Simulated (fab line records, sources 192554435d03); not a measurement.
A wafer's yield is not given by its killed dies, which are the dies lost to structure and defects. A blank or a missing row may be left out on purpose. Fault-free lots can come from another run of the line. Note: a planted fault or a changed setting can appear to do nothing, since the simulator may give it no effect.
Lot-split experiment :: flow n5_finfet :: 7 lots, 21 wafers read, on a route of 1938 steps

## THE SPLIT ITSELF
At N5_BEOL_M11_ILD_DEP_00 (deposits SiCOH lowk from DEMS/porogen, target thk 308.51 nm, time 58 s), the setting time_s was moved away from the recipe's 58 s on 9 of the 21 wafers read, by -12.8% to +14.1%. All remaining wafers had this setting at the recipe value.

## SPLIT TO READING: what lies between them in the file, 1 step
- N5_BEOL_M11_CURE_71: cures SiCOH lowk, time 240 s

## THE READING
At N5_BEOL_M11_THK_MEAS_01: M11_ILD_THK, given in nm. Fault-free wafers of this fab line usually give 268 nm, standard deviation 4.2 nm.

wafer: L074.1
tool, chamber at the split: pecvd-02, 1
time_s as run, s: 58
against the recipe: recipe
M11_ILD_THK, nm: 269
against lot-mates on the recipe: -

wafer: L074.3
tool, chamber at the split: pecvd-02, 2
time_s as run, s: 58
against the recipe: recipe
M11_ILD_THK, nm: 263
against lot-mates on the recipe: -

wafer: L074.5
tool, chamber at the split: pecvd-02, 0
time_s as run, s: 66.19
against the recipe: +14.1%
M11_ILD_THK, nm: 313
against lot-mates on the recipe: +47

wafer: L080.2
tool, chamber at the split: pecvd-04, 2
time_s as run, s: 58
against the recipe: recipe
M11_ILD_THK, nm: 265
against lot-mates on the recipe: -

wafer: L080.5
tool, chamber at the split: pecvd-04, 0
time_s as run, s: 58
against the recipe: recipe
M11_ILD_THK, nm: 275
against lot-mates on the recipe: -

wafer: L080.6
tool, chamber at the split: pecvd-04, 1
time_s as run, s: 58
against the recipe: recipe
M11_ILD_THK, nm: 275
against lot-mates on the recipe: -

wafer: L086.3
tool, chamber at the split: pecvd-04, 0
time_s as run, s: 66.13
against the recipe: +14.0%
M11_ILD_THK, nm: 307
against lot-mates on the recipe: +37

wafer: L086.4
tool, chamber at the split: pecvd-04, 1
time_s as run, s: 58
against the recipe: recipe
M11_ILD_THK, nm: 270
against lot-mates on the recipe: -

wafer: L086.6
tool, chamber at the split: pecvd-04, 0
time_s as run, s: 66.13
against the recipe: +14.0%
M11_ILD_THK, nm: 306
against lot-mates on the recipe: +36

wafer: L083.1
tool, chamber at the split: pecvd-02, 0
time_s as run, s: 58
against the recipe: recipe
M11_ILD_THK, nm: 261
against lot-mates on the recipe: -

wafer: L083.2
tool, chamber at the split: pecvd-02, 2
time_s as run, s: 50.58
against the recipe: -12.8%
M11_ILD_THK, nm: 224
against lot-mates on the recipe: -37

wafer: L083.5
tool, chamber at the split: pecvd-02, 2
time_s as run, s: 50.58
against the recipe: -12.8%
M11_ILD_THK, nm: 229
against lot-mates on the recipe: -32

wafer: L091.1
tool, chamber at the split: pecvd-04, 1
time_s as run, s: 54.41
against the recipe: -6.2%
M11_ILD_THK, nm: 257
against lot-mates on the recipe: -19

wafer: L091.2
tool, chamber at the split: pecvd-04, 2
time_s as run, s: 54.41
against the recipe: -6.2%
M11_ILD_THK, nm: 253
against lot-mates on the recipe: -23

wafer: L091.5
tool, chamber at the split: pecvd-04, 2
time_s as run, s: 58
against the recipe: recipe
M11_ILD_THK, nm: 276
against lot-mates on the recipe: -

wafer: L093.3
tool, chamber at the split: pecvd-02, 1
time_s as run, s: 52.38
against the recipe: -9.7%
M11_ILD_THK, nm: 237
against lot-mates on the recipe: -30

wafer: L093.5
tool, chamber at the split: pecvd-02, 1
time_s as run, s: 52.38
against the recipe: -9.7%
M11_ILD_THK, nm: 241
against lot-mates on the recipe: -26

wafer: L093.6
tool, chamber at the split: pecvd-02, 2
time_s as run, s: 58
against the recipe: recipe
M11_ILD_THK, nm: 267
against lot-mates on the recipe: -

wafer: L097.3
tool, chamber at the split: pecvd-01, 0
time_s as run, s: 58
against the recipe: recipe
M11_ILD_THK, nm: 265
against lot-mates on the recipe: -

wafer: L097.4
tool, chamber at the split: pecvd-01, 0
time_s as run, s: 58
against the recipe: recipe
M11_ILD_THK, nm: 268
against lot-mates on the recipe: -

wafer: L097.6
tool, chamber at the split: pecvd-01, 2
time_s as run, s: 58
against the recipe: recipe
M11_ILD_THK, nm: 269
against lot-mates on the recipe: -

FIT RESULTS
A straight line over all 21 wafers: M11_ILD_THK changes by +2.96 nm for each +1% of time_s; r = +0.98; the points scatter about the line by 4.6 nm.
The same after taking each lot's own level away (the mean of its wafers on the recipe; 21 wafers): +2.85 nm for each +1%; r = +0.99; scatter 3.4 nm.
According to that fit, moving time_s by its largest amount changes the reading by 40 nm.
From 261.0 to 276.0 nm: that is the span of the lots' own levels, equal to 3.6 times the standard deviation above.
The two slopes are in agreement: the lot-to-lot level therefore moves the slope only a little.
Check: +37.8 nm against its lot-mates is what the line predicts for one of the wafers moved furthest among these (+14.1%) when that wafer is left out of the fit. Against them it came out at +47 nm.

## THESE WAFERS: OTHER SPLITS
Before the reading, these wafers also passed through other splits. Each is held against what the fit with the lots' levels taken away leaves over:
other split on the same wafers: N5_BEOL_M9_DESCUM_16 time_s
wafers away from the commonest value: 5
r with M11_ILD_THK (lot level and that fit taken away): -0.20

other split on the same wafers: N5_BEOL_M10_ETCH_62 time_s
wafers away from the commonest value: 4
r with M11_ILD_THK (lot level and that fit taken away): +0.17

other split on the same wafers: N5_BEOL_M10_COAT_64 spin_rpm
wafers away from the commonest value: 6
r with M11_ILD_THK (lot level and that fit taken away): -0.33

## THE WHOLE CHAIN: every reading that the file lists as answering this split, in the file's order
step: N5_BEOL_M11_ILD_DEP_00
what it does: deposits SiCOH lowk from DEMS/porogen, target thk 308.51 nm, time 58 s
reading: SiCOH_lowk_of_BEOL_M11_ILD_DEP_00.thk_nm (the simulator's own value, which no gauge read)
change (the file's fit): +3.29 nm for each +1% of the setting
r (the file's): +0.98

step: N5_BEOL_M11_CURE_71
what it does: cures SiCOH lowk, time 240 s
reading: SiCOH_lowk_of_BEOL_M11_ILD_DEP_00.thk_nm (the simulator's own value, which no gauge read)
change (the file's fit): +2.91 nm for each +1% of the setting
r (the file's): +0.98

step: N5_BEOL_M11_THK_MEAS_01
what it does: 
reading: M11_ILD_THK
change (the file's fit): +2.92 for each +1% of the setting
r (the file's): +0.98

## FILE'S OWN FIT
M11_ILD_THK changes by +2.92 nm for each +1% of time_s, r = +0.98.
